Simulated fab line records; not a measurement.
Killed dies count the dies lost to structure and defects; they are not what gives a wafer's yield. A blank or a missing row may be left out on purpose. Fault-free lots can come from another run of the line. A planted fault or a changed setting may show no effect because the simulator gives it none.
Matching of chambers -- flow nand-harc -- NHARC_A_CONTACT_ETCH_91 on rie-diel-10: 4 sister chambers
The step etches the open film in CH3F/O2, target depth 40 nm, time 85.7 s. 16 wafers are shown with their chamber, then 8 later ones without.

## EACH WAFER AND ITS CHAMBER
wafer,chamber,showerhead-plenum-p-Torr (Torr),rf-vpp-V (V),oes-product-au (a.u.)
L403.1,3,2.33,241.3,0.926
L403.5,0,2.59,245.5,0.940
L403.6,1,2.52,246.0,0.933
L405.1,2,2.32,242.1,0.920
L405.4,3,2.33,242.9,0.920
L405.6,3,2.33,242.3,0.910
L406.1,1,2.52,244.2,0.937
L406.4,0,2.59,245.3,0.936
L406.5,3,2.33,242.0,0.913
L415.3,2,2.31,241.8,0.917
L415.4,3,2.33,242.5,0.905
L415.5,3,2.33,242.7,0.910
L419.1,1,2.51,245.4,0.934
L419.3,2,2.31,241.5,0.917
L419.6,0,2.58,246.8,0.933
L418.3,1,2.51,243.2,0.978

SIGNATURES, as means of the wafers listed above
reading,chamber 0,chamber 1,chamber 2,chamber 3,scatter within a chamber
showerhead-plenum-p-Torr,2.5867,2.5150,2.3133,2.3300,0.00441
rf-vpp-V,245.867,244.700,241.800,242.283,0.808
oes-product-au,0.93633,0.94550,0.91800,0.91400,0.012
Rule: a wafer lies at a distance from a chamber equal to the root of the sum of squares, over the readings, of (its reading less the chamber's mean, divided by the reading's scatter). If the next closest chamber is less than 2 further off than the closest, the wafer can't be placed; otherwise it belongs to the closest. The scatter is the square root of a quotient: the sum, over the shown wafers, of each reading's squared deviation from its chamber's mean, divided by wafers minus chambers.

## WAFERS WITH NO CHAMBER GIVEN
wafer,showerhead-plenum-p-Torr (Torr),rf-vpp-V (V),oes-product-au (a.u.)
L418.5,2.51,244.7,0.973
L418.6,2.58,245.4,0.961
L420.3,2.51,244.6,0.930
L420.4,2.58,246.1,0.931
L420.6,2.32,242.5,0.911
L425.4,2.51,245.7,0.935
L425.5,2.51,246.6,0.929
L425.6,2.58,244.6,0.917

## EACH ONE'S CHAMBER
wafer,from the rows above,in truth
L418.5,1,1
L418.6,0,0
L420.3,1,1
L420.4,0,0
L420.6,can't be placed: 2 or 3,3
L425.4,1,1
L425.5,1,1
L425.6,0,0
Placed correctly: 7 of 8. Not placeable from these rows: 1 (in 1, the candidates include the true chamber). Number placed wrongly: 0.
